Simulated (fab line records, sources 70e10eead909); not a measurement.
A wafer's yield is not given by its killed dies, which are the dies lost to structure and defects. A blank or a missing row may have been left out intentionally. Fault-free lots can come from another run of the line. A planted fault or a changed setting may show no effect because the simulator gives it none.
What tool caused it? ; flow nand_harc ; Sampling: 6 lots, 18 wafers, 2 of 1302 route steps

## WHAT EACH GAUGE READ, for each wafer
NHARC_A_BONDPAD_CD_MEAS_09: target cd 500 nm.
lot;measured;on;cd_nm (nm)
L643;day 23 18:04;cd_sem-03;497.3 498.6 496.0
L644;day 24 09:00;cd_sem-02;500.9 499.9 500.9
L647;day 25 06:36;cd_sem-03;498.4 499.6 498.6
L650;day 26 13:53;cd_sem-03;498.6 500.5 495.5
L651;day 27 17:07;cd_sem-03;497.5 501.7 498.9
L653;day 28 10:08;cd_sem-01;499.8 500.8 502.6

## TOOL THAT RAN EACH LOT (tool first, then ch and the chambers of the sampled wafers, then the start)
lot;NHARC_A_BONDPAD_CMP_29
L643;cmp-02 ch 0,1, day 23 17:15
L644;cmp-04 ch 1,2,3, day 24 08:15
L647;cmp-01 ch 0,1,2, day 25 05:56
L650;cmp-01 ch 0,2, day 26 13:13
L651;cmp-02 ch 0,2,3, day 27 16:20
L653;cmp-02 ch 1,3, day 28 09:19
- NHARC_A_BONDPAD_CMP_29: polishes SiCN, target thk 200 nm.

## THE ANSWER, worked out from the rows above alone
Rule: usual is defined by the lots themselves. The widest of any qualifying gaps counts: lots, ordered by their means at a reading, are off when they make up no more than a third of the lots, leave a main group of 4 or more, and stand apart from it by 3 or more times the standard deviation of that group's means. The tables above print the reading to a certain number of digits; a main group whose means all agree to those digits is not used. Also off: a lot with no number at a reading for which 4 or more lots have one. Any other lot the step has rows for is counted as sound.
Across all readings shown, no lot is off: no conclusion can be drawn from this.

## WHAT HAD BEEN PUT IN BY THE SIMULATOR
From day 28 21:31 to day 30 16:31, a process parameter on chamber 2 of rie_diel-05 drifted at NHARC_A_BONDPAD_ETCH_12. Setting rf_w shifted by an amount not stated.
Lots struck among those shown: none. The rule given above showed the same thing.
